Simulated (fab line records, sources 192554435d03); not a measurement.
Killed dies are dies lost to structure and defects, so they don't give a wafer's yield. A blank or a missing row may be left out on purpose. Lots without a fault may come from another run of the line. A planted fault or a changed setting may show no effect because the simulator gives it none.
Which tool did it? | flow n5_finfet | 24 lots, 72 wafers sampled, at 5 steps of a route of 1938

WHAT THE GAUGES READ, wafer by wafer
N5_BEOL_M8_THK_MEAS_01.
lot  | measured     | on            | M8_ILD_THK (nm)
L075 | day 9 03:08  | film_metro-01 | 152.1 159.2 155.4
L074 | day 9 08:42  | film_metro-01 | 155.5 157.8 156.4
L076 | day 10 01:16 | film_metro-02 | 154.4 154.4 155.6
L077 | day 10 03:24 | film_metro-01 | 153.8 153.1 156.2
L078 | day 10 03:04 | film_metro-02 | 153.1 152.2 152.6
L079 | day 10 07:05 | film_metro-01 | 154.1 155.6 155.1
L080 | day 10 09:23 | film_metro-01 | 152.2 154.6 155.9
L081 | day 10 13:02 | film_metro-01 | 158.7 158.3 156.7
L082 | day 11 01:33 | film_metro-02 | 155.2 153.0 156.7
L083 | day 11 02:16 | film_metro-02 | 154.6 154.3 155.2
L084 | day 11 06:55 | film_metro-01 | 152.1 155.2 155.3
L085 | day 11 08:47 | film_metro-01 | 153.6 150.7 154.1
L087 | day 14 16:58 | film_metro-01 | 152.5 152.2 152.9
L088 | day 15 01:14 | film_metro-02 | 153.6 153.9 154.7
L086 | day 15 03:28 | film_metro-01 | 154.6 154.5 155.1
L093 | day 15 05:10 | film_metro-02 | 153.0 153.3 154.5
L089 | day 15 05:28 | film_metro-02 | 153.6 154.3 155.1
L094 | day 15 13:18 | film_metro-02 | 153.5 156.5 155.3
L096 | day 15 13:23 | film_metro-02 | 153.6 155.4 157.3
L091 | day 15 22:01 | film_metro-02 | 151.9 154.3 154.5
L090 | day 15 23:19 | film_metro-02 | 155.2 157.6 158.0
L095 | day 16 02:23 | film_metro-02 | 151.0 157.2 154.7
L097 | day 16 06:21 | film_metro-01 | 152.7 155.3 154.3
L092 | day 16 11:28 | film_metro-01 | 152.5 151.3 155.1

WHICH TOOL RAN EACH LOT (tool, then ch and the chambers of the sampled wafers, then the start)
lot  | N5_BEOL_M7_ETCH_66                 | N5_BEOL_M7_STRIP_36                | N5_BEOL_M7_PRE_CLEAN_45      | N5_BEOL_M8_CURE_74
L075 | rie_diel-03 ch 0,1,2, day 8 22:38  | rie_diel-03 ch 0,1,2, day 8 22:48  | pvd_sputter-01, day 8 23:40  | uv_cure-02 ch 0, day 9 02:43
L074 | rie_diel-02 ch 0,1,2, day 9 04:32  | rie_diel-02 ch 0,1,2, day 9 04:41  | pvd_sputter-02, day 9 05:52  | uv_cure-02 ch 0, day 9 08:16
L076 | rie_diel-04 ch 0,2,3, day 9 20:05  | rie_diel-04 ch 0,2,3, day 9 20:15  | pvd_sputter-01, day 9 22:43  | uv_cure-03 ch 0, day 10 00:49
L077 | rie_diel-04 ch 1,3, day 9 22:28    | rie_diel-04 ch 1,3, day 9 22:37    | pvd_sputter-02, day 9 23:33  | uv_cure-03 ch 2, day 10 02:34
L078 | rie_diel-02 ch 0,1,3, day 9 22:33  | rie_diel-02 ch 0,1,3, day 9 22:43  | pvd_sputter-03, day 9 23:40  | uv_cure-01 ch 0, day 10 02:33
L079 | rie_diel-03 ch 1,2,3, day 10 03:36 | rie_diel-03 ch 1,2,3, day 10 03:46 | pvd_sputter-01, day 10 04:31 | uv_cure-02 ch 2, day 10 06:40
L080 | rie_diel-02 ch 1,2,3, day 10 05:41 | rie_diel-02 ch 1,2,3, day 10 05:50 | pvd_sputter-01, day 10 06:37 | uv_cure-01 ch 1, day 10 08:52
L081 | rie_diel-03 ch 2,3, day 10 09:31   | rie_diel-03 ch 2,3, day 10 09:40   | pvd_sputter-03, day 10 10:31 | uv_cure-01 ch 1, day 10 12:41
L082 | rie_diel-03 ch 0,3, day 10 21:01   | rie_diel-03 ch 0,3, day 10 21:10   | pvd_sputter-01, day 10 21:55 | uv_cure-01 ch 0, day 11 00:34
L083 | rie_diel-02 ch 0,1, day 10 22:34   | rie_diel-02 ch 0,1, day 10 22:43   | pvd_sputter-01, day 10 23:37 | uv_cure-02 ch 1, day 11 01:54
L084 | rie_diel-03 ch 0,1,3, day 11 03:13 | rie_diel-03 ch 0,1,3, day 11 03:22 | pvd_sputter-02, day 11 04:07 | uv_cure-03 ch 2, day 11 06:29
L085 | rie_diel-04 ch 0,1,3, day 11 05:38 | rie_diel-04 ch 0,1,3, day 11 05:47 | pvd_sputter-02, day 11 06:38 | uv_cure-03 ch 2, day 11 08:16
L087 | rie_diel-03 ch 0,3, day 14 13:56   | rie_diel-03 ch 0,3, day 14 14:05   | pvd_sputter-03, day 14 14:52 | uv_cure-03 ch 0, day 14 16:27
L088 | rie_diel-02 ch 0,1,3, day 14 21:43 | rie_diel-02 ch 0,1,3, day 14 21:52 | pvd_sputter-02, day 14 22:49 | uv_cure-02 ch 2, day 15 00:43
L086 | rie_diel-04 ch 0,2,3, day 14 22:33 | rie_diel-04 ch 0,2,3, day 14 22:42 | pvd_sputter-03, day 14 23:27 | uv_cure-02 ch 0, day 15 02:58
L093 | rie_diel-03 ch 2,3, day 15 01:44   | rie_diel-03 ch 2,3, day 15 01:54   | pvd_sputter-02, day 15 02:58 | uv_cure-02 ch 2, day 15 04:49
L089 | rie_diel-04 ch 0,2,3, day 15 01:55 | rie_diel-04 ch 0,2,3, day 15 02:04 | pvd_sputter-02, day 15 03:12 | uv_cure-03 ch 0, day 15 05:07
L094 | rie_diel-04 ch 1,2,3, day 15 08:45 | rie_diel-04 ch 1,2,3, day 15 08:54 | pvd_sputter-02, day 15 10:05 | uv_cure-02 ch 2, day 15 12:47
L096 | rie_diel-02 ch 0,2,3, day 15 09:53 | rie_diel-02 ch 0,2,3, day 15 10:02 | pvd_sputter-03, day 15 10:49 | uv_cure-03 ch 1, day 15 12:53
L091 | rie_diel-04 ch 0,1,3, day 15 18:51 | rie_diel-04 ch 0,1,3, day 15 19:00 | pvd_sputter-02, day 15 19:45 | uv_cure-01 ch 0, day 15 21:40
L090 | rie_diel-04 ch 0,1,2, day 15 19:21 | rie_diel-04 ch 0,1,2, day 15 19:30 | pvd_sputter-02, day 15 20:17 | uv_cure-02 ch 0, day 15 22:53
L095 | rie_diel-03 ch 2,3, day 15 21:10   | rie_diel-03 ch 2,3, day 15 21:19   | pvd_sputter-02, day 15 22:10 | uv_cure-03 ch 1, day 16 02:02
L097 | rie_diel-02 ch 0,1,2, day 16 00:50 | rie_diel-02 ch 0,1,2, day 16 00:59 | pvd_sputter-01, day 16 01:55 | uv_cure-01 ch 0, day 16 05:50
L092 | rie_diel-02 ch 0,1,2, day 16 05:59 | rie_diel-02 ch 0,1,2, day 16 06:08 | pvd_sputter-01, day 16 07:16 | uv_cure-01 ch 0, day 16 10:28
- N5_BEOL_M7_ETCH_66: etches SOC in N2/H2, target depth 80 nm, overetch 16 nm, time 120 s.
- N5_BEOL_M7_STRIP_36: strips in N2/H2.
- N5_BEOL_M7_PRE_CLEAN_45: time 30 s.
- N5_BEOL_M8_CURE_74: cures SiCOH lowk, time 240 s.

WHAT THE TOOLS THEMSELVES READ (means of the sampled wafers that have a number; where no wafer has one, the mark that the record gives instead)
N5_BEOL_M7_ETCH_66.
lot  | tool        | drypump_motor_current_A (A) | oes_product_au (a.u.) | rf_vpp_V (V) | showerhead_plenum_p_Torr (Torr) | throttle_valve_pct (%)
L075 | rie_diel-03 | 5.5                         | 0.60                  | 523.6        | 2.51                            | 18.04
L074 | rie_diel-02 | 6.4                         | 0.58                  | 523.7        | 2.54                            | 17.64
L076 | rie_diel-04 | 5.9                         | 0.59                  | 522.0        | 2.51                            | 17.82
L077 | rie_diel-04 | 5.8                         | 0.65                  | 521.8        | 2.48                            | 17.74
L078 | rie_diel-02 | 6.1                         | 0.58                  | 525.2        | 2.57                            | 17.66
L079 | rie_diel-03 | 5.5                         | 0.65                  | 524.3        | 2.57                            | 17.87
L080 | rie_diel-02 | 6.1                         | 0.61                  | 525.6        | 2.59                            | 17.58
L081 | rie_diel-03 | 5.7                         | 0.59                  | 523.5        | 2.54                            | 18.06
L082 | rie_diel-03 | 5.6                         | 0.65                  | 524.0        | 2.55                            | 17.82
L083 | rie_diel-02 | 6.3                         | 0.54                  | 523.9        | 2.51                            | 17.73
L084 | rie_diel-03 | 5.5                         | 0.64                  | 524.3        | 2.54                            | 17.84
L085 | rie_diel-04 | 5.7                         | 0.60                  | 522.2        | 2.49                            | 17.90
L087 | rie_diel-03 | 5.6                         | 0.58                  | 521.6        | 2.47                            | 18.04
L088 | rie_diel-02 | 6.1                         | 0.56                  | 525.0        | 2.56                            | 17.72
L086 | rie_diel-04 | 5.9                         | 0.63                  | 523.1        | 2.49                            | 17.73
L093 | rie_diel-03 | 5.7                         | 0.67                  | 525.7        | 2.56                            | 17.73
L089 | rie_diel-04 | 5.9                         | 0.63                  | 522.6        | 2.49                            | 17.72
L094 | rie_diel-04 | 5.8                         | 0.65                  | 522.3        | 2.47                            | 17.67
L096 | rie_diel-02 | 6.1                         | 0.59                  | 524.6        | 2.58                            | 17.69
L091 | rie_diel-04 | 5.7                         | 0.58                  | 522.1        | 2.48                            | 17.95
L090 | rie_diel-04 | 5.7                         | 0.61                  | 522.0        | 2.48                            | 17.82
L095 | rie_diel-03 | 5.7                         | 0.67                  | 522.5        | 2.52                            | 17.80
L097 | rie_diel-02 | 6.4                         | 0.55                  | 524.1        | 2.52                            | 17.71
L092 | rie_diel-02 | 6.4                         | 0.55                  | 524.2        | 2.52                            | 17.72

N5_BEOL_M7_STRIP_36.
lot  | tool        | drypump_motor_current_A (A) | oes_product_au (a.u.) | rf_vpp_V (V) | showerhead_plenum_p_Torr (Torr) | throttle_valve_pct (%)
L075 | rie_diel-03 | 5.5                         | 0.79                  | 58.6         | 2.51                            | 23.91
L074 | rie_diel-02 | 6.3                         | 0.76                  | 57.6         | 2.53                            | 23.38
L076 | rie_diel-04 | 5.8                         | 0.76                  | 59.4         | 2.50                            | 23.69
L077 | rie_diel-04 | 5.9                         | 0.85                  | 58.4         | 2.47                            | 23.60
L078 | rie_diel-02 | 6.1                         | 0.76                  | 59.3         | 2.57                            | 23.44
L079 | rie_diel-03 | 5.6                         | 0.85                  | 58.9         | 2.57                            | 23.67
L080 | rie_diel-02 | 6.1                         | 0.81                  | 60.2         | 2.59                            | 23.38
L081 | rie_diel-03 | 5.7                         | 0.76                  | 58.5         | 2.54                            | 23.88
L082 | rie_diel-03 | 5.6                         | 0.85                  | 58.4         | 2.54                            | 23.59
L083 | rie_diel-02 | 6.3                         | 0.70                  | 57.7         | 2.51                            | 23.46
L084 | rie_diel-03 | 5.5                         | 0.84                  | 58.6         | 2.54                            | 23.65
L085 | rie_diel-04 | 5.7                         | 0.79                  | 60.0         | 2.49                            | 23.81
L087 | rie_diel-03 | 5.5                         | 0.75                  | 58.6         | 2.47                            | 23.86
L088 | rie_diel-02 | 6.1                         | 0.74                  | 59.9         | 2.55                            | 23.47
L086 | rie_diel-04 | 5.9                         | 0.81                  | 58.3         | 2.49                            | 23.63
L093 | rie_diel-03 | 5.7                         | 0.87                  | 59.4         | 2.56                            | 23.50
L089 | rie_diel-04 | 5.9                         | 0.83                  | 59.8         | 2.49                            | 23.64
L094 | rie_diel-04 | 5.8                         | 0.85                  | 61.1         | 2.46                            | 23.55
L096 | rie_diel-02 | 6.0                         | 0.77                  | 59.6         | 2.57                            | 23.43
L091 | rie_diel-04 | 5.7                         | 0.76                  | 58.7         | 2.48                            | 23.83
L090 | rie_diel-04 | 5.6                         | 0.79                  | 59.8         | 2.48                            | 23.73
L095 | rie_diel-03 | 5.7                         | 0.87                  | 59.6         | 2.52                            | 23.63
L097 | rie_diel-02 | 6.3                         | 0.72                  | 58.4         | 2.51                            | 23.46
L092 | rie_diel-02 | 6.4                         | 0.72                  | 59.5         | 2.51                            | 23.45

N5_BEOL_M7_PRE_CLEAN_45.
lot  | tool           | heater_power_w (W)
L075 | pvd_sputter-01 | 316
L074 | pvd_sputter-02 | 334
L076 | pvd_sputter-01 | 331
L077 | pvd_sputter-02 | 332
L078 | pvd_sputter-03 | 369
L079 | pvd_sputter-01 | 332
L080 | pvd_sputter-01 | 322
L081 | pvd_sputter-03 | 368
L082 | pvd_sputter-01 | 364
L083 | pvd_sputter-01 | 348
L084 | pvd_sputter-02 | 322
L085 | pvd_sputter-02 | 346
L087 | pvd_sputter-03 | 350
L088 | pvd_sputter-02 | 339
L086 | pvd_sputter-03 | 347
L093 | pvd_sputter-02 | 329
L089 | pvd_sputter-02 | 335
L094 | pvd_sputter-02 | 336
L096 | pvd_sputter-03 | 355
L091 | pvd_sputter-02 | 330
L090 | pvd_sputter-02 | 337
L095 | pvd_sputter-02 | 323
L097 | pvd_sputter-01 | 317
L092 | pvd_sputter-01 | 332

N5_BEOL_M8_CURE_74.
lot  | tool       | lamp_power_pct (%) | wafer_temp_C_max
L075 | uv_cure-02 | 52.34              | 386.2
L074 | uv_cure-02 | 52.32              | 386.1
L076 | uv_cure-03 | 52.37              | 386.2
L077 | uv_cure-03 | 52.34              | 387.1
L078 | uv_cure-01 | 52.31              | 387.0
L079 | uv_cure-02 | 52.29              | 386.3
L080 | uv_cure-01 | 52.39              | 386.2
L081 | uv_cure-01 | 52.37              | 386.2
L082 | uv_cure-01 | 52.27              | 387.6
L083 | uv_cure-02 | 52.21              | 387.5
L084 | uv_cure-03 | 52.31              | 387.7
L085 | uv_cure-03 | 52.33              | 387.2
L087 | uv_cure-03 | 52.31              | 386.4
L088 | uv_cure-02 | 52.29              | 386.9
L086 | uv_cure-02 | 52.30              | 386.4
L093 | uv_cure-02 | 52.35              | 386.7
L089 | uv_cure-03 | 52.30              | 386.3
L094 | uv_cure-02 | 52.35              | 386.8
L096 | uv_cure-03 | 52.33              | 387.6
L091 | uv_cure-01 | 52.24              | 387.8
L090 | uv_cure-02 | 52.33              | 386.1
L095 | uv_cure-03 | 52.29              | 387.1
L097 | uv_cure-01 | 52.37              | 387.4
L092 | uv_cure-01 | 52.28              | 387.1

THE ANSWER, worked out from the rows above alone
Rule: what is usual is taken from the lots themselves. Put in order of their means at a reading, lots are off if they are a third of the lots or fewer, leave a main group of 4 or more, and stand apart from it by a gap of 3 or more times the standard deviation of the main group's means; of several such gaps the widest counts. A main group whose means are all the same, to the digits that the tables above print for the reading, isn't used. A lot without any number at a reading at which 4 lots or more have one is off too. The other lots that the step has rows for count as sound. The gauges are gone through in route order, then the tools' own readings, and for those a lot's mean is taken as printed above. The first step at which some lot is off is used, and at that step the reading that is off furthest; a lot without a number counts as furthest.
No lot is off at any reading shown: from this, nothing can be told.

WHAT THE SIMULATOR HAD PUT IN
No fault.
